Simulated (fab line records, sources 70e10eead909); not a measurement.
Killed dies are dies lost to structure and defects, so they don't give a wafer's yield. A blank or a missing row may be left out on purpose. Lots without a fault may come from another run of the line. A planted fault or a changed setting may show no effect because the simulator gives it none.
Chamber matching | flow nand_harc | NHARC_A_STAIRCASE_ETCHBACK_157 on rie_diel-08: 4 sister chambers
The step etches the open film in CH3F/O2, target depth 90 nm, time 167.14 s. 18 wafers are shown with their chamber, then 9 later ones without.

WAFERS WITH THEIR CHAMBER
wafer  | chamber | showerhead_plenum_p_Torr (Torr) | drypump_motor_current_A (A) | rf_vpp_V (V)
L074.2 | 0       | 2.63                            | 4.9                         | 246.0
L074.3 | 1       | 2.29                            | 5.7                         | 241.7
L074.6 | 0       | 2.63                            | 4.8                         | 246.5
L077.2 | 2       | 2.45                            | 6.3                         | 245.1
L077.4 | 3       | 2.32                            | 5.8                         | 243.0
L077.5 | 3       | 2.32                            | 5.8                         | 242.0
L076.2 | 0       | 2.63                            | 4.9                         | 247.5
L076.3 | 2       | 2.45                            | 6.3                         | 245.0
L076.6 | 1       | 2.29                            | 5.7                         | 242.6
L079.1 | 1       | 2.28                            | 5.7                         | 242.9
L079.4 | 3       | 2.32                            | 5.9                         | 243.0
L079.5 | 3       | 2.32                            | 5.9                         | 241.7
L082.1 | 2       | 2.44                            | 6.3                         | 243.5
L082.3 | 3       | 2.31                            | 5.9                         | 243.3
L082.5 | 2       | 2.44                            | 6.3                         | 243.2
L084.2 | 2       | 2.44                            | 6.3                         | 245.0
L084.3 | 0       | 2.61                            | 4.9                         | 246.8
L084.6 | 0       | 2.61                            | 4.8                         | 247.2

SIGNATURES (means of the wafers above)
reading                  | chamber 0 | chamber 1 | chamber 2 | chamber 3 | scatter within a chamber
showerhead_plenum_p_Torr | 2.6220    | 2.2867    | 2.4440    | 2.3180    | 0.0073
drypump_motor_current_A  | 4.860     | 5.700     | 6.300     | 5.860     | 0.0414
rf_vpp_V                 | 246.800   | 242.400   | 244.360   | 242.600   | 0.736
Rule: a wafer's distance from a chamber is the root of the sum, over the readings, of the square of ((its reading less the chamber's mean) divided by the reading's scatter). The wafer belongs to the nearest chamber; if the next one is less than 2 further off, it can't be placed. The scatter: the root of (the sum of the squares of (reading less its chamber's mean) over the shown wafers, divided by (wafers less chambers)).

WAFERS WITHOUT THEIR CHAMBER
wafer  | showerhead_plenum_p_Torr (Torr) | drypump_motor_current_A (A) | rf_vpp_V (V)
L086.3 | 2.44                            | 6.3                         | 245.7
L086.5 | 2.66                            | 5.7                         | 247.9
L086.6 | 2.44                            | 6.3                         | 244.8
L087.1 | 2.31                            | 5.9                         | 241.6
L087.5 | 2.44                            | 6.3                         | 243.6
L087.6 | 2.31                            | 5.9                         | 241.2
L092.1 | 2.65                            | 5.7                         | 246.9
L092.3 | 2.61                            | 4.9                         | 246.8
L092.5 | 2.65                            | 5.7                         | 247.6

WHICH CHAMBER EACH WENT THROUGH
wafer  | from the rows above | in truth
L086.3 | 2                   | 2
L086.5 | 0                   | 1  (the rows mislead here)
L086.6 | 2                   | 2
L087.1 | 3                   | 3
L087.5 | 2                   | 2
L087.6 | 3                   | 3
L092.1 | 0                   | 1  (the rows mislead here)
L092.3 | 0                   | 0
L092.5 | 0                   | 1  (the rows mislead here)
Placed correctly: 6 of 9. Can't be placed from these rows: 0. Placed wrongly: 3.
